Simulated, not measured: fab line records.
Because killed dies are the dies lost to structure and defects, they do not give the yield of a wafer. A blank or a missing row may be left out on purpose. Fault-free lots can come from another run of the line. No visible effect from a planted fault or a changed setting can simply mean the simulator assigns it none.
Chamber matching / flow n5_finfet / N5_BEOL_M5_PRE_CLEAN_77 on cvd_co-01 has 3 sister chambers
The step time 15 s. 24 wafers are shown with their chamber, then 12 later ones without.

== WAFERS, EACH WITH ITS CHAMBER ==
wafer=L075.3; chamber=0; heater_power_w (W)=75
wafer=L075.5; chamber=0; heater_power_w (W)=75
wafer=L075.6; chamber=2; heater_power_w (W)=84
wafer=L076.2; chamber=2; heater_power_w (W)=86
wafer=L076.4; chamber=2; heater_power_w (W)=84
wafer=L076.5; chamber=0; heater_power_w (W)=74
wafer=L077.2; chamber=0; heater_power_w (W)=73
wafer=L077.4; chamber=2; heater_power_w (W)=84
wafer=L077.5; chamber=2; heater_power_w (W)=85
wafer=L081.1; chamber=2; heater_power_w (W)=87
wafer=L081.2; chamber=0; heater_power_w (W)=76
wafer=L081.5; chamber=1; heater_power_w (W)=81
wafer=L083.1; chamber=0; heater_power_w (W)=76
wafer=L083.3; chamber=2; heater_power_w (W)=85
wafer=L083.6; chamber=0; heater_power_w (W)=76
wafer=L084.1; chamber=0; heater_power_w (W)=75
wafer=L084.3; chamber=1; heater_power_w (W)=82
wafer=L084.4; chamber=0; heater_power_w (W)=76
wafer=L089.3; chamber=2; heater_power_w (W)=88
wafer=L089.5; chamber=0; heater_power_w (W)=77
wafer=L089.6; chamber=2; heater_power_w (W)=87
wafer=L092.1; chamber=0; heater_power_w (W)=76
wafer=L092.2; chamber=1; heater_power_w (W)=84
wafer=L092.6; chamber=2; heater_power_w (W)=86

SIGNATURES (means of the wafers above)
reading=heater_power_w; chamber 0=75.36; chamber 1=82.33; chamber 2=85.60; scatter within a chamber=1.3
Rule: a wafer's distance from a chamber is the root of the sum, over the readings, of the square of ((its reading less the chamber's mean) divided by the reading's scatter). If the next closest chamber is less than 2 further off than the closest, the wafer can't be placed; otherwise it belongs to the closest. The scatter: the root of (the sum of the squares of (reading less its chamber's mean) over the shown wafers, divided by (wafers less chambers)).

== WAFERS WITHOUT THEIR CHAMBER ==
wafer=L091.1; heater_power_w (W)=77
wafer=L091.2; heater_power_w (W)=80
wafer=L091.4; heater_power_w (W)=88
wafer=L094.1; heater_power_w (W)=82
wafer=L094.3; heater_power_w (W)=86
wafer=L094.4; heater_power_w (W)=81
wafer=L095.1; heater_power_w (W)=83
wafer=L095.2; heater_power_w (W)=86
wafer=L095.5; heater_power_w (W)=76
wafer=L097.2; heater_power_w (W)=84
wafer=L097.5; heater_power_w (W)=75
wafer=L097.6; heater_power_w (W)=82

== WHICH CHAMBER EACH WENT THROUGH ==
wafer=L091.1; from the rows above=0; in truth=0
wafer=L091.2; from the rows above=can't be placed: 1 or 0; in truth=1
wafer=L091.4; from the rows above=2; in truth=2
wafer=L094.1; from the rows above=1; in truth=1
wafer=L094.3; from the rows above=2; in truth=2
wafer=L094.4; from the rows above=1; in truth=1
wafer=L095.1; from the rows above=can't be placed: 1 or 2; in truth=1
wafer=L095.2; from the rows above=2; in truth=2
wafer=L095.5; from the rows above=0; in truth=0
wafer=L097.2; from the rows above=can't be placed: 2 or 1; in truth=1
wafer=L097.5; from the rows above=0; in truth=0
wafer=L097.6; from the rows above=1; in truth=1
Correctly placed: 9 of 12. Cannot be placed on the basis of these rows: 3; the candidates contain the true chamber in 3. Placed wrongly: 0.
